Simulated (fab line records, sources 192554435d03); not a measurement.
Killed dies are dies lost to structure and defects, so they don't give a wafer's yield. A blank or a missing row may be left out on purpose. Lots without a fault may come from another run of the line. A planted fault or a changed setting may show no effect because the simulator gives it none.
Split-lot experiment | flow n5_finfet | 7 lots, 21 wafers read, on a route of 1938 steps

THE SPLIT
At N5_BEOL_M5_ETCH_72 (etches underlayer in N2/H2, target depth 6.5 nm, time 5.2 s), the setting source_w was moved away from the recipe's 840 W on 4 of the 21 wafers read, by -12.4% to -5.7%. The other wafers ran this setting at the recipe's value.

The reading is taken at the split's own step.

THE READING
rf_vpp_V, in V, at N5_BEOL_M5_ETCH_72 (etches underlayer in N2/H2, target depth 6.5 nm, time 5.2 s). Fault-free wafers of this fab line usually give 523.8 V, standard deviation 2.8 V.

wafer  | tool, chamber at the split | source_w as run, W | against the recipe | rf_vpp_V, V | against lot-mates on the recipe
L074.1 | rie_diel-06, 2             | 840                | recipe             | 522.9       | -
L074.3 | rie_diel-06, 1             | 840                | recipe             | 524.5       | -
L074.5 | rie_diel-06, 1             | 840                | recipe             | 526.3       | -
L078.1 | rie_diel-01, 3             | 840                | recipe             | 524.4       | -
L078.2 | rie_diel-01, 0             | 840                | recipe             | 527.7       | -
L078.5 | rie_diel-01, 3             | 792.3              | -5.7%              | 532.6       | +6.6
L080.1 | rie_diel-03, 1             | 840                | recipe             | 528.8       | -
L080.3 | rie_diel-03, 2             | 840                | recipe             | 519.0       | -
L080.4 | rie_diel-03, 2             | 840                | recipe             | 518.8       | -
L086.1 | rie_diel-01, 0             | 840                | recipe             | 525.5       | -
L086.3 | rie_diel-01, 2             | 840                | recipe             | 520.2       | -
L086.4 | rie_diel-01, 3             | 840                | recipe             | 521.4       | -
L087.1 | rie_diel-01, 3             | 840                | recipe             | 524.2       | -
L087.2 | rie_diel-01, 2             | 840                | recipe             | 519.5       | -
L087.3 | rie_diel-01, 1             | 840                | recipe             | 523.9       | -
L088.1 | rie_diel-06, 1             | 735.7              | -12.4%             | 548.5       | +27.9
L088.2 | rie_diel-06, 3             | 735.7              | -12.4%             | 550.2       | +29.6
L088.3 | rie_diel-06, 0             | 840                | recipe             | 520.6       | -
L096.2 | rie_diel-06, 1             | 840                | recipe             | 525.7       | -
L096.3 | rie_diel-06, 0             | 840                | recipe             | 520.9       | -
L096.6 | rie_diel-06, 2             | 751.8              | -10.5%             | 542.3       | +19.0

THE FIT
A straight line over all 21 wafers: rf_vpp_V changes by -2.01 V for each +1% of source_w; r = -0.95; the points scatter about the line by 2.9 V.
The same after taking each lot's own level away (the mean of its wafers on the recipe; 21 wafers): -2.13 V for each +1%; r = -0.95; scatter 3 V.
On that fit, the largest move of source_w shifts the reading by 26 V.
The lots' own levels span 520.60 to 526.05 V, that is 1.9 times the standard deviation above.
So the lot-to-lot level changes the slope little: the two slopes agree.
Check: with one of the wafers moved furthest among these (-12.4%) left out of the fit, the line predicts +25.3 V for it against its lot-mates. It came out at +27.9 V against them.
Tool readings at the split's step, against how far the setting was moved: etch_rf_on_time_s r = -0.91; rf_vpp_V r = -0.95.

OTHER SPLITS ON THESE WAFERS
These wafers also went through other splits before the reading. Each is held against what the fit with the lots' levels taken away leaves over:
other split on the same wafers | wafers away from the commonest value | r with rf_vpp_V (lot level and that fit taken away)
N5_BEOL_M4_COAT_22 spin_rpm    | 8                                    | +0.31
N5_BEOL_M5_COAT_05 spin_rpm    | 8                                    | +0.16

THE WHOLE CHAIN: every reading that the file lists as answering this split, in the file's order
step               | what it does                                                | reading           | change (the file's fit)              | r (the file's)
N5_BEOL_M5_ETCH_72 | etches underlayer in N2/H2, target depth 6.5 nm, time 5.2 s | etch_rf_on_time_s | withheld for each +1% of the setting | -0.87
N5_BEOL_M5_ETCH_72 | etches underlayer in N2/H2, target depth 6.5 nm, time 5.2 s | rf_vpp_V          | -2 V for each +1% of the setting     | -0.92

THE FILE'S OWN FIT
rf_vpp_V changes by -2 V for each +1% of source_w, r = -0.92.
